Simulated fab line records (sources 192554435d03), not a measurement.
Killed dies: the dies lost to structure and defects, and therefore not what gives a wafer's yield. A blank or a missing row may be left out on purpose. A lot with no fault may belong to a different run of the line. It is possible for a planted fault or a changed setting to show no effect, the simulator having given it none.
Which tool is to blame? / flow n5 finfet / Sampling: 6 lots, 18 wafers, 2 of 1938 route steps

== WHAT THE GAUGES SHOWED, per wafer ==
N5_BEOL_M9_THK_MEAS_01.
lot=L421; measured=day 10 07:07; on=film metro-01; M9_ILD_THK (nm)=267 271 269
lot=L426; measured=day 11 08:12; on=film metro-02; M9_ILD_THK (nm)=267 268 272
lot=L428; measured=day 11 17:57; on=film metro-02; M9_ILD_THK (nm)=267 266 269
lot=L436; measured=day 14 07:07; on=film metro-01; M9_ILD_THK (nm)=264 270 269
lot=L439; measured=day 15 01:15; on=film metro-01; M9_ILD_THK (nm)=266 268 275
lot=L438; measured=day 15 06:38; on=film metro-02; M9_ILD_THK (nm)=274 270 272

== EACH LOT AND THE TOOL THAT RAN IT (in order: tool; ch and the chambers of the sampled wafers; start) ==
lot=L421; N5_BEOL_M9_CURE_71=uv cure-03 ch 2, day 10 06:41
lot=L426; N5_BEOL_M9_CURE_71=uv cure-01 ch 1, day 11 07:41
lot=L428; N5_BEOL_M9_CURE_71=uv cure-01 ch 1, day 11 17:31
lot=L436; N5_BEOL_M9_CURE_71=uv cure-01 ch 0, day 14 06:37
lot=L439; N5_BEOL_M9_CURE_71=uv cure-01 ch 0, day 15 00:49
lot=L438; N5_BEOL_M9_CURE_71=uv cure-02 ch 0, day 15 06:22
- N5_BEOL_M9_CURE_71: cures SiCOH lowk, time 240 s.

== THE ANSWER, worked out from the rows above alone ==
Rule: what is usual is taken from the lots themselves. The widest of any qualifying gaps counts: lots, ordered by their means at a reading, are off when they make up no more than a third of the lots, leave a main group of 4 or more, and stand apart from it by 3 or more times the standard deviation of that group's means. Not used: any main group whose means are identical at the precision the tables above print for the reading. A lot without any number at a reading at which 4 lots or more have one is off too. Where the step has rows for the other lots, those lots are counted as sound.
No lot is off at any reading shown: from this, nothing can be told.

== WHAT THE SIMULATOR PUT IN ==
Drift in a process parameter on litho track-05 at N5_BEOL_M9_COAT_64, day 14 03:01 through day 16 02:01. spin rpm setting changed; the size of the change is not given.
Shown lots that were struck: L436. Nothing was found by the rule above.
